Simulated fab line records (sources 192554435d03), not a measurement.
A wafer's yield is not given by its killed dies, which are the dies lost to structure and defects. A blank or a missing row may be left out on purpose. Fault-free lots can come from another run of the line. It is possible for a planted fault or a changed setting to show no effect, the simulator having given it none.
Chamber matching :: flow n5-finfet :: 4 sister chambers for N5_BEOL_M6_ETCH_61 on rie-diel-01
The step etches SiARC in CF4, target depth 45.5 nm, time 75.8 s. 8 wafers are shown with their chamber, then 7 later ones without.

WAFERS WITH THEIR CHAMBER
wafer: L074.6
chamber: 0
drypump-motor-current-A (A): 6.3
showerhead-plenum-p-Torr (Torr): 2.22

wafer: L079.1
chamber: 1
drypump-motor-current-A (A): 5.7
showerhead-plenum-p-Torr (Torr): 2.23

wafer: L079.4
chamber: 3
drypump-motor-current-A (A): 6.3
showerhead-plenum-p-Torr (Torr): 2.21

wafer: L079.5
chamber: 3
drypump-motor-current-A (A): 6.3
showerhead-plenum-p-Torr (Torr): 2.21

wafer: L082.1
chamber: 0
drypump-motor-current-A (A): 6.4
showerhead-plenum-p-Torr (Torr): 2.21

wafer: L082.5
chamber: 2
drypump-motor-current-A (A): 5.2
showerhead-plenum-p-Torr (Torr): 2.18

wafer: L091.3
chamber: 1
drypump-motor-current-A (A): 5.6
showerhead-plenum-p-Torr (Torr): 2.22

wafer: L091.4
chamber: 2
drypump-motor-current-A (A): 5.2
showerhead-plenum-p-Torr (Torr): 2.18

WAFERS WITH NO CHAMBER GIVEN
wafer: L091.5
drypump-motor-current-A (A): 5.2
showerhead-plenum-p-Torr (Torr): 2.17

wafer: L095.2
drypump-motor-current-A (A): 5.7
showerhead-plenum-p-Torr (Torr): 2.21

wafer: L095.3
drypump-motor-current-A (A): 5.2
showerhead-plenum-p-Torr (Torr): 2.17

wafer: L095.6
drypump-motor-current-A (A): 5.2
showerhead-plenum-p-Torr (Torr): 2.17

wafer: L096.3
drypump-motor-current-A (A): 6.4
showerhead-plenum-p-Torr (Torr): 2.20

wafer: L096.4
drypump-motor-current-A (A): 5.2
showerhead-plenum-p-Torr (Torr): 2.17

wafer: L096.5
drypump-motor-current-A (A): 5.7
showerhead-plenum-p-Torr (Torr): 2.21

WHICH CHAMBER EACH ONE RAN IN
wafer: L091.5
from the rows above: 2
in truth: 2

wafer: L095.2
from the rows above: 1
in truth: 1

wafer: L095.3
from the rows above: 2
in truth: 2

wafer: L095.6
from the rows above: 2
in truth: 2

wafer: L096.3
from the rows above: can't be placed: 3 or 0
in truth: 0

wafer: L096.4
from the rows above: 2
in truth: 2

wafer: L096.5
from the rows above: 1
in truth: 1
Correctly placed: 6 of 7. Unplaceable from these rows: 1, with the true chamber sitting among the candidates in 1. Number placed wrongly: 0.
How it was worked out, from the rows above alone: a wafer's distance from a chamber is the root of the sum, over the readings, of the square of ((its reading less the chamber's mean) divided by the reading's scatter). The wafer belongs to the nearest chamber; if the next one is less than 2 further off, it can't be placed. Each chamber's mean is taken over the wafers shown for it. The scatter is the square root of a quotient: the sum, over the shown wafers, of each reading's squared deviation from its chamber's mean, divided by wafers minus chambers.
